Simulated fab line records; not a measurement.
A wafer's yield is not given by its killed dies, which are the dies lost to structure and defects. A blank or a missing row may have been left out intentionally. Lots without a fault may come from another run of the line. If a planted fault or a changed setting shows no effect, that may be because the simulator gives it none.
A lot that was struck, set against a sound lot ; flow n5_finfet ; 16 steps out of a route of 1938
Sound: wafers L286.1, L286.3, L286.5. Wafers struck: L289.2, L289.3, L289.5. The cause comes at the end.
Each step with rows lists, per side, the tool, then ch with its chambers, then its first start. Under that, the readings that differ: sound wafers ; struck wafers ; difference of the means ; sigmas: that difference in standard deviations of wafers without a fault.
alike: same words and numbers on both sides, and readings whose means sit less than 2 such deviations apart. not compared: any withheld reading, any reading some wafer has no value for, any bound like >300 that may hide the same value, and any number with overlapping values for which the record gives no deviation.
A row with sigmas, a row that says differs or no value, or rows on one side alone: a step with any of these is where the two part. Numbers that don't overlap but have no deviation are shown without sigmas and don't part them. A reading missing from all wafers of one side parts the sides only when that side holds two or more wafers.

first, 6 steps without rows for these wafers: N5_BEOL_M2_COAT_22 (resist thk 30 nm); N5_BEOL_M2_EBR_24; N5_BEOL_M2_SOFTBAKE_23 (time 60 s); N5_BEOL_M2_EXPOSE_25 (exposes mask V1, defocus 5 nm); N5_BEOL_M2_PEB_26 (peb time 60 s); N5_BEOL_M2_DEVELOP_27 (develop time 30 s).
N5_BEOL_M2_CD_MEAS_28: target cd 26.2 nm, target cd y 24.1 nm.
  sound on cd_sem-01 ch 0, day 8 06:37; struck on cd_sem-03 ch 0, day 9 03:49
  alike: cd_nm
N5_BEOL_M2_OVL_MEAS_29:
  sound on overlay-01 ch 0, day 8 06:38; struck on overlay-02 ch 0, day 9 03:52
  alike: V1_OVL
N5_BEOL_M2_INSPECT_30: inspects for defects (brightfield).
  sound on defect_inspect-01, day 8 06:42; struck on defect_inspect-01, day 9 03:55
reading;sound;struck;difference;sigmas
raw_defect_count;575 268 383;767 722 600;+288;+3
N5_BEOL_M2_DESCUM_33: chemistry O2, time 7 s.
  sound on rie_diel-04 ch 0,2,3, day 8 07:23; struck on rie_diel-02 ch 2,3, day 9 03:57
  alike: drypump_motor_current_A, oes_product_au, rf_vpp_V, showerhead_plenum_p_Torr, throttle_valve_pct
  not compared: rf_hours_counter_h
N5_BEOL_M2_ETCH_77: etches underlayer in N2/H2, target depth 6.5 nm, time 5.2 s.
  sound on rie_diel-04 ch 0,2,3, day 8 07:26; struck on rie_diel-02 ch 2,3, day 9 03:59
  alike: bias_w, drypump_motor_current_A, etch_rf_on_time_s, oes_product_au, rf_vpp_V, showerhead_plenum_p_Torr, throttle_valve_pct
  not compared: rf_hours_counter_h
N5_BEOL_M2_ETCH_69: etches SiARC in CF4, target depth 15.6 nm, time 26 s.
  sound on rie_diel-04 ch 0,2,3, day 8 07:26; struck on rie_diel-02 ch 2,3, day 9 04:00
  alike: bias_w, drypump_motor_current_A, etch_rf_on_time_s, oes_product_au, rf_vpp_V, showerhead_plenum_p_Torr, throttle_valve_pct
  not compared: rf_hours_counter_h
N5_BEOL_M2_ALD_98: deposits SiO2, target thk 2.5 nm, pulse time 1 s, co reactant pulse time 1 s.
  sound on ald_sin-01 ch 0,2, day 8 07:32; struck on ald_sin-01 ch 1,3, day 9 04:22
  no value came back on the struck wafers for ald_cycles, chamber_pressure_Torr (Torr), heater_power_w (W), precursor_pulse_height_rel; on the sound wafers ald_cycles reads 17 17 17
N5_BEOL_M2_ETCHBACK_99: etches SiO2 in CHF3, target depth 5 nm, time 10.4 s.
  sound on rie_diel-04 ch 0,1,2, day 8 08:24; struck on rie_diel-04 ch 0,1,3, day 9 04:32
  alike: bias_w, drypump_motor_current_A, oes_ar_750_au, oes_product_au, rf_vpp_V, showerhead_plenum_p_Torr, throttle_valve_pct
  not compared: rf_hours_counter_h
N5_BEOL_M4_RC_MEAS_101:
  sound on prober-01 ch 0, day 9 08:35; struck on prober-02 ch 0, day 10 15:18
  alike: DIBL_N, DIBL_P, IOFF_N, IOFF_P, ION_N, ION_P, SS_N, SS_P, VT_N, VT_P
N5_PASSIVATION_PROBE_49:
  the record holds rows for the sound wafers here (prober-02, day 13 22:20) but none for the struck ones

WHERE THEY PART
At N5_BEOL_M2_INSPECT_30 first; at N5_PASSIVATION_PROBE_49 last (within this record only).

WHY: what the simulator had put in
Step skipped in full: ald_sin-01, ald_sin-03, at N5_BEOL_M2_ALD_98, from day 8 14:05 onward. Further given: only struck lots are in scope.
